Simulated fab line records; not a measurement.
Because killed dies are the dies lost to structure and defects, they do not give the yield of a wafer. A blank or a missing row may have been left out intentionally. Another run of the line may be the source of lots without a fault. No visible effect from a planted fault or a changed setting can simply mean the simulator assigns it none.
Split-lot experiment / flow n5-finfet / 7 lots, 21 wafers read, on a route of 1938 steps

SPLIT DETAILS
At N5_MOL_CONTACT_COAG_ETCH_91 (etches SOC in N2/H2, target depth 60 nm, overetch 21 nm, time 101.2 s), the setting source-w was moved away from the recipe's 840 W on 5 of the 21 wafers read, by -11.7% to +8.2%. This setting was run at the recipe's value on the other wafers.

The split's own step is where the reading is taken.

THE READING
rf-vpp-V, in V, at N5_MOL_CONTACT_COAG_ETCH_91 (etches SOC in N2/H2, target depth 60 nm, overetch 21 nm, time 101.2 s). Typical for fault-free wafers on this fab line: 524.1 V, with standard deviation 2.5 V.

wafer=L081.1; tool, chamber at the split=rie-diel-03, 0; source-w as run, W=840; against the recipe=recipe; rf-vpp-V, V=522.2; against lot-mates on the recipe=-
wafer=L081.2; tool, chamber at the split=rie-diel-03, 1; source-w as run, W=840; against the recipe=recipe; rf-vpp-V, V=525.9; against lot-mates on the recipe=-
wafer=L081.3; tool, chamber at the split=rie-diel-03, 2; source-w as run, W=840; against the recipe=recipe; rf-vpp-V, V=524.5; against lot-mates on the recipe=-
wafer=L083.2; tool, chamber at the split=rie-diel-03, 3; source-w as run, W=741.9; against the recipe=-11.7%; rf-vpp-V, V=549.5; against lot-mates on the recipe=+27.5
wafer=L083.3; tool, chamber at the split=rie-diel-03, 2; source-w as run, W=840; against the recipe=recipe; rf-vpp-V, V=522.0; against lot-mates on the recipe=-
wafer=L083.4; tool, chamber at the split=rie-diel-03, 0; source-w as run, W=741.9; against the recipe=-11.7%; rf-vpp-V, V=542.6; against lot-mates on the recipe=+20.6
wafer=L087.1; tool, chamber at the split=rie-diel-02, 1; source-w as run, W=840; against the recipe=recipe; rf-vpp-V, V=526.3; against lot-mates on the recipe=-
wafer=L087.2; tool, chamber at the split=rie-diel-02, 0; source-w as run, W=840; against the recipe=recipe; rf-vpp-V, V=523.1; against lot-mates on the recipe=-
wafer=L087.4; tool, chamber at the split=rie-diel-02, 2; source-w as run, W=840; against the recipe=recipe; rf-vpp-V, V=522.8; against lot-mates on the recipe=-
wafer=L091.1; tool, chamber at the split=rie-diel-06, 0; source-w as run, W=840; against the recipe=recipe; rf-vpp-V, V=528.2; against lot-mates on the recipe=-
wafer=L091.2; tool, chamber at the split=rie-diel-06, 2; source-w as run, W=840; against the recipe=recipe; rf-vpp-V, V=528.5; against lot-mates on the recipe=-
wafer=L091.5; tool, chamber at the split=rie-diel-06, 0; source-w as run, W=840; against the recipe=recipe; rf-vpp-V, V=525.9; against lot-mates on the recipe=-
wafer=L093.2; tool, chamber at the split=rie-diel-06, 0; source-w as run, W=893.9; against the recipe=+6.4%; rf-vpp-V, V=516.9; against lot-mates on the recipe=-4.5
wafer=L093.3; tool, chamber at the split=rie-diel-06, 3; source-w as run, W=840; against the recipe=recipe; rf-vpp-V, V=521.4; against lot-mates on the recipe=-
wafer=L093.4; tool, chamber at the split=rie-diel-06, 2; source-w as run, W=893.9; against the recipe=+6.4%; rf-vpp-V, V=516.0; against lot-mates on the recipe=-5.4
wafer=L094.1; tool, chamber at the split=rie-diel-03, 2; source-w as run, W=908.6; against the recipe=+8.2%; rf-vpp-V, V=509.0; against lot-mates on the recipe=-17.4
wafer=L094.2; tool, chamber at the split=rie-diel-03, 3; source-w as run, W=840; against the recipe=recipe; rf-vpp-V, V=527.0; against lot-mates on the recipe=-
wafer=L094.4; tool, chamber at the split=rie-diel-03, 1; source-w as run, W=840; against the recipe=recipe; rf-vpp-V, V=525.7; against lot-mates on the recipe=-
wafer=L096.1; tool, chamber at the split=rie-diel-02, 3; source-w as run, W=840; against the recipe=recipe; rf-vpp-V, V=523.2; against lot-mates on the recipe=-
wafer=L096.2; tool, chamber at the split=rie-diel-02, 0; source-w as run, W=840; against the recipe=recipe; rf-vpp-V, V=522.5; against lot-mates on the recipe=-
wafer=L096.3; tool, chamber at the split=rie-diel-02, 2; source-w as run, W=840; against the recipe=recipe; rf-vpp-V, V=524.6; against lot-mates on the recipe=-

THE FIT
A straight line over all 21 wafers: rf-vpp-V changes by -1.74 V for each +1% of source-w; r = -0.96; the points scatter about the line by 2.5 V.
The same after taking each lot's own level away (the mean of its wafers on the recipe; 21 wafers): -1.81 V for each +1%; r = -0.95; scatter 2.8 V.
Per that fit: largest source-w move, reading shift of 21 V.
From 521.40 to 527.53 V: that is the span of the lots' own levels, equal to 2.5 times the standard deviation above.
The two slopes agree, so the slope changes little with the lot-to-lot level.
Check: with one of the wafers moved furthest among these (-11.7%) left out of the fit, the line predicts +18.8 V for it against its lot-mates. Against them it came out at +27.5 V.
Tool readings at the split's step, against how far the setting was moved: rf-vpp-V r = -0.96.

THESE WAFERS: OTHER SPLITS
Note: prior to the reading, these wafers also went through further splits. Each is held against what the fit with the lots' levels taken away leaves over:
other split on the same wafers=N5_MOL_CONTACT_COAG_EXPOSE_05 dose-mj; wafers away from the commonest value=3; r with rf-vpp-V (lot level and that fit taken away)=-0.02
other split on the same wafers=N5_MOL_CONTACT_COAG_CONTACT_ETCH_14 source-w; wafers away from the commonest value=4; r with rf-vpp-V (lot level and that fit taken away)=+0.12

THE FILE'S OWN FIT
rf-vpp-V changes by -1.86 V for each +1% of source-w, r = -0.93.
